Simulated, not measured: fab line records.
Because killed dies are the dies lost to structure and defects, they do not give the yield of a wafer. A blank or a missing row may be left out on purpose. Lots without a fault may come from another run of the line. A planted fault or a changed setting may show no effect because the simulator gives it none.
A struck lot beside a sound one + flow n5_finfet + 15 out of 1938 route steps
Sound: the wafers L361.2, L361.3, L361.6. Struck: wafers L373.1, L373.3 (left out: L373.5, a lot-mate that was not struck); the cause follows at the end.
Each step with rows lists, per side, the tool, then ch with its chambers, then its first start. Under that, the readings that differ: sound wafers + struck wafers + difference of the means + sigmas: that difference in standard deviations of wafers without a fault.
alike: words and numbers the same on both sides, and readings whose means are apart by under 2 such deviations; not compared: readings that were withheld, readings missing a value for some wafer, numbers with overlapping values and no deviation given by the record, and bounds like >300 which may hide the same value.
A row with sigmas, a row that says differs or no value, or rows on one side alone: a step with any of these is where the two part. Non-overlapping numbers with no deviation appear without sigmas and do not part them. Lack of a reading on every wafer of one side parts them only where that side has two or more wafers.

N5_BEOL_M11_STRIP_77: strips in N2/H2, time 10 s.
  sound on rie_diel-02 ch 1,3; struck on rie_diel-02 ch 2,3
| reading      | sound          | struck    | difference | sigmas |
|--------------|----------------|-----------|------------|--------|
| rf_vpp_V (V) | 59.5 60.6 59.7 | 59.4 57.3 | -1.6       | -2     |
  alike: drypump_motor_current_A, oes_product_au, showerhead_plenum_p_Torr, temp_c, throttle_valve_pct
  not compared: rf_hours_counter_h
N5_BEOL_M11_OCD_MEAS_38:
  struck on ocd-01, day 13 21:25; sound on ocd-02, day 10 16:42
  alike: trench_depth_nm
then, 4 steps without rows for these wafers: N5_BEOL_M11_HM_STRIP_39 (strips TiN in peroxide tin strip, target depth 25 nm, time 158 s); N5_BEOL_M11_SRD_40 (time 30 s); N5_BEOL_M11_PRECLEAN_42 (cleans in residue remover, time 60 s); N5_BEOL_M11_SRD_43 (time 30 s).
N5_BEOL_M11_CD_MEAS_35: the cd target is 70 nm.
  struck on cd_sem-01, day 13 21:35; sound on cd_sem-01, day 10 16:51
  alike: cd_nm
N5_BEOL_M11_CURE_72: cures SiCOH lowk, time 120 s.
  sound on uv_cure-01 ch 0, day 10 16:56; struck on uv_cure-02 ch 0, day 13 21:38
  alike: lamp_power_pct, wafer_temp_C_max
N5_BEOL_M11_DEGAS_44: time 60 s.
  struck on pvd_sputter-02, day 13 22:13; sound on pvd_sputter-01, day 10 17:24
  alike: heater_power_w
then, 2 steps without rows for these wafers: N5_BEOL_M11_PRE_CLEAN_45 (time 30 s); N5_BEOL_M11_ALD_74 (deposits TaN, target thk 2 nm, pulse time 2 s, purge time 3 s).
N5_BEOL_M11_SURFACE_TREAT_76:
  struck on pvd_sputter-02, day 13 22:44; sound on pvd_sputter-03, day 10 17:50
  not compared: throttle_valve_pct
N5_BEOL_M11_CVD_75: deposits Co from CCTBA/H2, target thk 2 nm, time 138.9 s.
  sound on cvd_co-02 ch 0,1, day 10 17:58; struck on cvd_co-01 ch 0,1, day 13 22:52
| reading          | sound             | struck    | difference | sigmas      |
|------------------|-------------------|-----------|------------|-------------|
| run_length_s (s) | 163.1 163.4 163.7 | 64.8 64.1 | -99.0      | -99 or more |
N5_BEOL_M11_SPUTTER_48: material Cu, target thk 12 nm, time 2 s.
  struck on pvd_sputter-02, day 13 23:02; sound on pvd_sputter-03, day 10 18:05
  alike: bias_v, throttle_valve_pct
-- the record jumps here: 2 days lie between the struck wafers' starts before and after (it left off in module BEOL_M11 and takes up again in module PASSIVATION, whose first step shown is number 1936 of the route) --
N5_PASSIVATION_PROBE_49:
  struck on prober-01, day 16 06:21; sound on prober-01, day 12 08:11
| reading             | sound    | struck | difference | sigmas |
|---------------------|----------|--------|------------|--------|
| killed_at_front_end | 33 42 43 | 55 72  | +24        | +2     |
  alike: defect_limited_yield, killed_at_M0_to_M3, killed_at_M4_up, killed_at_contacts, killed_at_other, killed_dies, killed_open, killed_short, sort_bin_5_function, sort_bin_6_memory, sort_n_pass, sort_yield_pct

== WHERE THEY PART ==
At N5_BEOL_M11_STRIP_77 first; at N5_PASSIVATION_PROBE_49 last (within this record only).

WHY: what the simulator had put in
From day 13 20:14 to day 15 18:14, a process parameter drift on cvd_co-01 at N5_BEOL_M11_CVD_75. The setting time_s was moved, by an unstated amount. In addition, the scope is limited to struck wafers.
